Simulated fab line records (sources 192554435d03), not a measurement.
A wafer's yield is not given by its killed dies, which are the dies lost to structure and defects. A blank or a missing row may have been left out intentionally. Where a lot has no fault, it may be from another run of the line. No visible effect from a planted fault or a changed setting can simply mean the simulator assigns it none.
What tool caused it? | flow n5-finfet | Sampling: 24 lots, 72 wafers, 6 of 1938 route steps

== WHAT EACH GAUGE READ, for each wafer ==
N5_BEOL_M3_THK_MEAS_01. Usual: for M3_ILD_THK the level is 78.7 nm and the standard deviation is 1.2.
lot  | measured     | on            | M3_ILD_THK (nm) | flag
L074 | day 6 22:36  | film-metro-02 | 78.5 78.3 78.0  |
L075 | day 7 02:17  | film-metro-02 | 80.7 82.1 79.4  |
L076 | day 7 13:59  | film-metro-02 | 79.2 79.9 81.0  |
L078 | day 7 18:46  | film-metro-01 | 77.1 77.2 78.2  |
L077 | day 7 21:23  | film-metro-02 | 78.8 80.7 79.8  |
L079 | day 8 01:14  | film-metro-01 | 77.6 78.8 79.8  |
L080 | day 8 03:41  | film-metro-02 | 77.9 78.5 78.2  |
L081 | day 8 15:43  | film-metro-01 | 78.7 79.9 80.0  |
L082 | day 8 16:25  | film-metro-01 | 77.8 78.6 78.6  |
L083 | day 8 19:26  | film-metro-01 | 77.4 79.5 80.5  |
L084 | day 9 05:02  | film-metro-02 | 80.5 78.7 79.5  |
L085 | day 9 14:13  | film-metro-02 | 77.8 79.4 78.2  |
L086 | day 9 22:52  | film-metro-01 | 77.3 78.6 77.6  |
L087 | day 10 02:44 | film-metro-02 | 77.3 77.7 79.8  |
L088 | day 10 07:44 | film-metro-02 | 77.4 78.6 78.5  |
L089 | day 10 11:49 | film-metro-01 | 79.4 77.9 78.2  |
L090 | day 10 20:26 | film-metro-01 | 78.2 81.0 80.2  |
L091 | day 11 06:43 | film-metro-02 | 77.8 79.8 79.6  |
L092 | day 11 09:29 | film-metro-01 | 77.4 78.7 78.6  |
L093 | day 11 12:46 | film-metro-02 | 76.7 77.7 79.0  |
L094 | day 11 20:43 | film-metro-02 | 77.5 78.4 77.4  |
L095 | day 11 23:22 | film-metro-01 | 76.4 78.6 78.9  |
L096 | day 12 05:59 | film-metro-01 | 79.4 80.3 79.4  |
L097 | day 12 19:07 | film-metro-01 | 78.8 80.1 78.8  |

== TOOL THAT RAN EACH LOT (tool first, then ch and the chambers of the sampled wafers, then the start) ==
lot  | N5_BEOL_M2_PRE_CLEAN_45      | N5_BEOL_M2_ANNEAL_49         | N5_BEOL_M2_ANNEAL_87         | N5_BEOL_M2_ANNEAL_89         | N5_BEOL_M2_ANNEAL_93
L074 | pvd-sputter-03, day 6 18:50  | pvd-sputter-03, day 6 19:43  | pvd-sputter-03, day 6 20:23  | pvd-sputter-03, day 6 20:36  | pvd-sputter-03, day 6 21:02
L075 | pvd-sputter-01, day 6 22:31  | pvd-sputter-01, day 6 23:14  | pvd-sputter-01, day 6 23:58  | pvd-sputter-01, day 7 00:12  | pvd-sputter-01, day 7 00:40
L076 | pvd-sputter-03, day 7 09:33  | pvd-sputter-02, day 7 11:01  | pvd-sputter-02, day 7 11:40  | pvd-sputter-02, day 7 11:53  | pvd-sputter-02, day 7 12:20
L078 | pvd-sputter-01, day 7 14:43  | pvd-sputter-01, day 7 15:29  | pvd-sputter-01, day 7 16:09  | pvd-sputter-01, day 7 16:22  | pvd-sputter-01, day 7 16:49
L077 | pvd-sputter-02, day 7 17:47  | pvd-sputter-01, day 7 18:31  | pvd-sputter-01, day 7 19:10  | pvd-sputter-01, day 7 19:23  | pvd-sputter-01, day 7 19:50
L079 | pvd-sputter-03, day 7 21:25  | pvd-sputter-01, day 7 22:19  | pvd-sputter-01, day 7 22:59  | pvd-sputter-01, day 7 23:12  | pvd-sputter-01, day 7 23:38
L080 | pvd-sputter-03, day 8 00:05  | pvd-sputter-02, day 8 00:46  | pvd-sputter-02, day 8 01:26  | pvd-sputter-02, day 8 01:39  | pvd-sputter-02, day 8 02:05
L081 | pvd-sputter-01, day 8 12:11  | pvd-sputter-03, day 8 12:50  | pvd-sputter-03, day 8 13:30  | pvd-sputter-03, day 8 13:43  | pvd-sputter-03, day 8 14:10
L082 | pvd-sputter-03, day 8 12:38  | pvd-sputter-02, day 8 13:23  | pvd-sputter-02, day 8 14:03  | pvd-sputter-02, day 8 14:16  | pvd-sputter-02, day 8 14:43
L083 | pvd-sputter-02, day 8 15:38  | pvd-sputter-03, day 8 16:34  | pvd-sputter-03, day 8 17:13  | pvd-sputter-03, day 8 17:26  | pvd-sputter-03, day 8 17:53
L084 | pvd-sputter-01, day 9 01:19  | pvd-sputter-01, day 9 02:10  | pvd-sputter-01, day 9 02:49  | pvd-sputter-01, day 9 03:02  | pvd-sputter-01, day 9 03:29
L085 | pvd-sputter-03, day 9 10:26  | pvd-sputter-03, day 9 11:22  | pvd-sputter-03, day 9 12:01  | pvd-sputter-03, day 9 12:14  | pvd-sputter-03, day 9 12:41
L086 | pvd-sputter-01, day 9 19:19  | pvd-sputter-01, day 9 19:59  | pvd-sputter-01, day 9 20:39  | pvd-sputter-01, day 9 20:52  | pvd-sputter-01, day 9 21:19
L087 | pvd-sputter-01, day 9 22:51  | pvd-sputter-01, day 9 23:50  | pvd-sputter-01, day 10 00:30 | pvd-sputter-01, day 10 00:43 | pvd-sputter-01, day 10 01:10
L088 | pvd-sputter-03, day 10 02:29 | pvd-sputter-01, day 10 04:53 | pvd-sputter-01, day 10 05:32 | pvd-sputter-01, day 10 05:46 | pvd-sputter-01, day 10 06:12
L089 | pvd-sputter-01, day 10 08:08 | pvd-sputter-01, day 10 08:48 | pvd-sputter-01, day 10 09:28 | pvd-sputter-01, day 10 09:41 | pvd-sputter-01, day 10 10:07
L090 | pvd-sputter-01, day 10 16:53 | pvd-sputter-01, day 10 17:34 | pvd-sputter-01, day 10 18:13 | pvd-sputter-01, day 10 18:26 | pvd-sputter-01, day 10 18:53
L091 | pvd-sputter-03, day 11 03:00 | pvd-sputter-02, day 11 03:50 | pvd-sputter-02, day 11 04:30 | pvd-sputter-02, day 11 04:43 | pvd-sputter-02, day 11 05:10
L092 | pvd-sputter-03, day 11 06:00 | pvd-sputter-02, day 11 06:38 | pvd-sputter-02, day 11 07:17 | pvd-sputter-02, day 11 07:31 | pvd-sputter-02, day 11 07:57
L093 | pvd-sputter-01, day 11 08:55 | pvd-sputter-01, day 11 09:37 | pvd-sputter-01, day 11 10:17 | pvd-sputter-01, day 11 10:30 | pvd-sputter-01, day 11 10:56
L094 | pvd-sputter-01, day 11 16:59 | pvd-sputter-03, day 11 17:47 | pvd-sputter-03, day 11 18:27 | pvd-sputter-03, day 11 18:40 | pvd-sputter-03, day 11 19:07
L095 | pvd-sputter-02, day 11 19:46 | pvd-sputter-01, day 11 20:30 | pvd-sputter-01, day 11 21:10 | pvd-sputter-01, day 11 21:23 | pvd-sputter-01, day 11 21:49
L096 | pvd-sputter-02, day 12 02:07 | pvd-sputter-02, day 12 03:07 | pvd-sputter-02, day 12 03:47 | pvd-sputter-02, day 12 04:00 | pvd-sputter-02, day 12 04:26
L097 | pvd-sputter-01, day 12 15:32 | pvd-sputter-01, day 12 16:13 | pvd-sputter-01, day 12 16:53 | pvd-sputter-01, day 12 17:06 | pvd-sputter-01, day 12 17:32
- N5_BEOL_M2_PRE_CLEAN_45: time 30 s.
- N5_BEOL_M2_ANNEAL_49: time 240 s.
- N5_BEOL_M2_ANNEAL_87: time 240 s.
- N5_BEOL_M2_ANNEAL_89: time 240 s.
- N5_BEOL_M2_ANNEAL_93: time 240 s.

== WHAT THE TOOLS THEMSELVES READ (means of the sampled wafers that have a number; where no wafer has one, the mark that the record gives instead) ==
N5_BEOL_M2_PRE_CLEAN_45. Usual: heater-power-w at 346 W, with a standard deviation of 36.
lot  | tool           | heater-power-w (W) | flag
L074 | pvd-sputter-03 | 356                |
L075 | pvd-sputter-01 | 342                |
L076 | pvd-sputter-03 | 355                |
L078 | pvd-sputter-01 | 359                |
L077 | pvd-sputter-02 | 314                |
L079 | pvd-sputter-03 | 382                |
L080 | pvd-sputter-03 | 357                |
L081 | pvd-sputter-01 | 386                |
L082 | pvd-sputter-03 | 350                |
L083 | pvd-sputter-02 | 309                |
L084 | pvd-sputter-01 | 337                |
L085 | pvd-sputter-03 | 367                |
L086 | pvd-sputter-01 | 353                |
L087 | pvd-sputter-01 | 335                |
L088 | pvd-sputter-03 | 340                |
L089 | pvd-sputter-01 | 327                |
L090 | pvd-sputter-01 | 341                |
L091 | pvd-sputter-03 | 394                |
L092 | pvd-sputter-03 | 368                |
L093 | pvd-sputter-01 | 355                |
L094 | pvd-sputter-01 | 356                |
L095 | pvd-sputter-02 | 307                |
L096 | pvd-sputter-02 | 327                |
L097 | pvd-sputter-01 | 336                |

N5_BEOL_M2_ANNEAL_49. Usual: heater-power-w at 852 W, with a standard deviation of 91.
lot  | tool           | heater-power-w (W) | flag
L074 | pvd-sputter-03 | 915                |
L075 | pvd-sputter-01 | 909                |
L076 | pvd-sputter-02 | 780                |
L078 | pvd-sputter-01 | 911                |
L077 | pvd-sputter-01 | 824                |
L079 | pvd-sputter-01 | 937                |
L080 | pvd-sputter-02 | 752                |
L081 | pvd-sputter-03 | 906                |
L082 | pvd-sputter-02 | 810                |
L083 | pvd-sputter-03 | 911                |
L084 | pvd-sputter-01 | 882                |
L085 | pvd-sputter-03 | 939                |
L086 | pvd-sputter-01 | 777                |
L087 | pvd-sputter-01 | 841                |
L088 | pvd-sputter-01 | 959                |
L089 | pvd-sputter-01 | 814                |
L090 | pvd-sputter-01 | 894                |
L091 | pvd-sputter-02 | 765                |
L092 | pvd-sputter-02 | 801                |
L093 | pvd-sputter-01 | 886                |
L094 | pvd-sputter-03 | 895                |
L095 | pvd-sputter-01 | 937                |
L096 | pvd-sputter-02 | 791                |
L097 | pvd-sputter-01 | 838                |

N5_BEOL_M2_ANNEAL_87. Usual: heater-power-w at 850 W, with a standard deviation of 89.
lot  | tool           | heater-power-w (W) | flag
L074 | pvd-sputter-03 | 916                |
L075 | pvd-sputter-01 | 895                |
L076 | pvd-sputter-02 | 778                |
L078 | pvd-sputter-01 | 890                |
L077 | pvd-sputter-01 | 824                |
L079 | pvd-sputter-01 | 922                |
L080 | pvd-sputter-02 | 750                |
L081 | pvd-sputter-03 | 903                |
L082 | pvd-sputter-02 | 792                |
L083 | pvd-sputter-03 | 904                |
L084 | pvd-sputter-01 | 874                |
L085 | pvd-sputter-03 | 936                |
L086 | pvd-sputter-01 | 775                |
L087 | pvd-sputter-01 | 863                |
L088 | pvd-sputter-01 | 958                |
L089 | pvd-sputter-01 | 812                |
L090 | pvd-sputter-01 | 885                |
L091 | pvd-sputter-02 | 771                |
L092 | pvd-sputter-02 | 797                |
L093 | pvd-sputter-01 | 878                |
L094 | pvd-sputter-03 | 898                |
L095 | pvd-sputter-01 | 937                |
L096 | pvd-sputter-02 | 806                |
L097 | pvd-sputter-01 | 846                |

N5_BEOL_M2_ANNEAL_89. Usual: heater-power-w at 849 W, with a standard deviation of 88.
lot  | tool           | heater-power-w (W) | flag
L074 | pvd-sputter-03 | 922                |
L075 | pvd-sputter-01 | 880                |
L076 | pvd-sputter-02 | 796                |
L078 | pvd-sputter-01 | 883                |
L077 | pvd-sputter-01 | 823                |
L079 | pvd-sputter-01 | 915                |
L080 | pvd-sputter-02 | 751                |
L081 | pvd-sputter-03 | 893                |
L082 | pvd-sputter-02 | 796                |
L083 | pvd-sputter-03 | 918                |
L084 | pvd-sputter-01 | 887                |
L085 | pvd-sputter-03 | 937                |
L086 | pvd-sputter-01 | 780                |
L087 | pvd-sputter-01 | 853                |
L088 | pvd-sputter-01 | 960                |
L089 | pvd-sputter-01 | 810                |
L090 | pvd-sputter-01 | 876                |
L091 | pvd-sputter-02 | 770                |
L092 | pvd-sputter-02 | 789                |
L093 | pvd-sputter-01 | 880                |
L094 | pvd-sputter-03 | 906                |
L095 | pvd-sputter-01 | 933                |
L096 | pvd-sputter-02 | 803                |
L097 | pvd-sputter-01 | 843                |

N5_BEOL_M2_ANNEAL_93. Usual: heater-power-w at 853 W, with a standard deviation of 90.
lot  | tool           | heater-power-w (W) | flag
L074 | pvd-sputter-03 | 929                |
L075 | pvd-sputter-01 | 898                |
L076 | pvd-sputter-02 | 771                |
L078 | pvd-sputter-01 | 899                |
L077 | pvd-sputter-01 | 822                |
L079 | pvd-sputter-01 | 920                |
L080 | pvd-sputter-02 | 766                |
L081 | pvd-sputter-03 | 909                |
L082 | pvd-sputter-02 | 808                |
L083 | pvd-sputter-03 | 906                |
L084 | pvd-sputter-01 | 884                |
L085 | pvd-sputter-03 | 947                |
L086 | pvd-sputter-01 | 781                |
L087 | pvd-sputter-01 | 834                |
L088 | pvd-sputter-01 | 964                |
L089 | pvd-sputter-01 | 818                |
L090 | pvd-sputter-01 | 897                |
L091 | pvd-sputter-02 | 758                |
L092 | pvd-sputter-02 | 786                |
L093 | pvd-sputter-01 | 889                |
L094 | pvd-sputter-03 | 904                |
L095 | pvd-sputter-01 | 953                |
L096 | pvd-sputter-02 | 814                |
L097 | pvd-sputter-01 | 839                |

== THE ANSWER, worked out from the rows above alone ==
Rule: take the mean of a lot's wafers that have a number; if it is more than 3 standard deviations from the usual mean, the lot is off. A lot without any number at a reading at which 4 lots or more have one is off too. Any other lot the step has rows for is counted as sound. Order of review: gauges by route order, followed by the tools' own readings, for which a lot's mean as printed above is used. The first step at which some lot is off is used, and at that step the reading that is off furthest; a lot without a number counts as furthest.
Across all readings shown, no lot is off: no conclusion can be drawn from this.

== WHAT THE SIMULATOR HAD PUT IN ==
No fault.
